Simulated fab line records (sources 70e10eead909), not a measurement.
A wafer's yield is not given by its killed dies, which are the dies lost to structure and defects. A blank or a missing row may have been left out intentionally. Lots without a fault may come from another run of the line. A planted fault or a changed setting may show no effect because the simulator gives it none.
Chamber matching	flow nand harc	NHARC_P_BONDPAD_DESCUM_11 on rie diel-09 has 4 sister chambers
The step chemistry O2, time 3 s. 33 wafers are shown with their chamber, then 12 later ones without.

## WAFERS WITH THEIR CHAMBER
wafer	chamber	drypump motor current A (A)	oes product au (a.u.)	throttle valve pct (%)
L075.3	2	5.7	0.997	11.292
L075.5	2	5.7	1.005	11.310
L075.6	3	6.2	1.011	11.294
L074.4	2	5.7	0.986	11.302
L074.5	1	5.0	1.024	11.305
L074.6	0	5.7	1.014	11.300
L077.1	1	5.0	1.011	11.296
L077.3	0	5.7	1.007	11.312
L077.5	3	6.2	1.006	11.315
L076.1	0	5.7	1.010	11.314
L076.4	1	5.0	1.020	11.312
L076.6	1	5.0	1.019	11.312
L076.2	3	6.2	1.004	11.317
L076.3	2	5.7	1.005	11.308
L076.5	2	5.7	0.997	11.312
L080.1	0	5.7	0.996	11.301
L080.2	3	6.3	1.003	11.303
L080.3	1	5.0	1.006	11.315
L080.4	2	5.8	0.989	11.306
L080.5	1	5.0	1.002	11.313
L080.6	0	5.7	0.992	11.313
L082.1	2	5.7	0.993	11.306
L082.4	0	5.7	1.003	11.312
L082.5	3	6.2	1.013	11.303
L088.4	3	6.3	1.007	11.318
L088.5	1	5.0	1.003	11.315
L088.6	2	5.7	0.996	11.311
L087.4	3	6.2	1.013	11.306
L087.5	0	5.7	1.013	11.315
L087.6	1	5.0	1.011	11.327
L086.1	1	5.0	1.008	11.323
L086.2	0	5.7	1.009	11.308
L086.3	3	6.2	1.004	11.311

SIGNATURES, as means of the wafers listed above
reading	chamber 0	chamber 1	chamber 2	chamber 3	scatter within a chamber
drypump motor current A	5.700	5.000	5.713	6.225	0.0286
oes product au	1.00550	1.01156	0.99600	1.00762	0.00688
throttle valve pct	11.30937	11.31311	11.30588	11.30837	0.00761
Rule: a wafer lies at a distance from a chamber equal to the root of the sum of squares, over the readings, of (its reading less the chamber's mean, divided by the reading's scatter). The wafer belongs to the nearest chamber; if the next one is less than 2 further off, it can't be placed. How the scatter is found: for the shown wafers, subtract from each reading the mean of its chamber, square and add these, divide the total by (wafers less chambers), then take the root.

## WAFERS WITHOUT THEIR CHAMBER
wafer	drypump motor current A (A)	oes product au (a.u.)	throttle valve pct (%)
L089.1	5.7	1.002	11.294
L089.3	5.7	1.005	11.302
L089.6	5.0	1.003	11.306
L091.2	5.7	1.003	11.312
L091.4	5.0	1.009	11.316
L091.6	6.2	1.010	11.329
L094.1	5.7	1.009	11.290
L094.4	6.2	1.005	11.311
L094.6	5.0	0.998	11.308
L095.2	5.0	1.001	11.297
L095.4	5.7	1.004	11.327
L095.6	5.7	0.996	11.307

## EACH ONE'S CHAMBER
wafer	from the rows above	in truth
L089.1	can't be placed: 2 or 0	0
L089.3	can't be placed: 0 or 2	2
L089.6	1	1
L091.2	can't be placed: 0 or 2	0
L091.4	1	1
L091.6	3	3
L094.1	can't be placed: 0 or 2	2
L094.4	3	3
L094.6	1	1
L095.2	1	1
L095.4	can't be placed: 0 or 2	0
L095.6	can't be placed: 2 or 0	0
Correct placement for 6 of the 12. From these rows, 6 cannot be placed; in 6 the true chamber is one of the candidates. 0 placed wrongly.
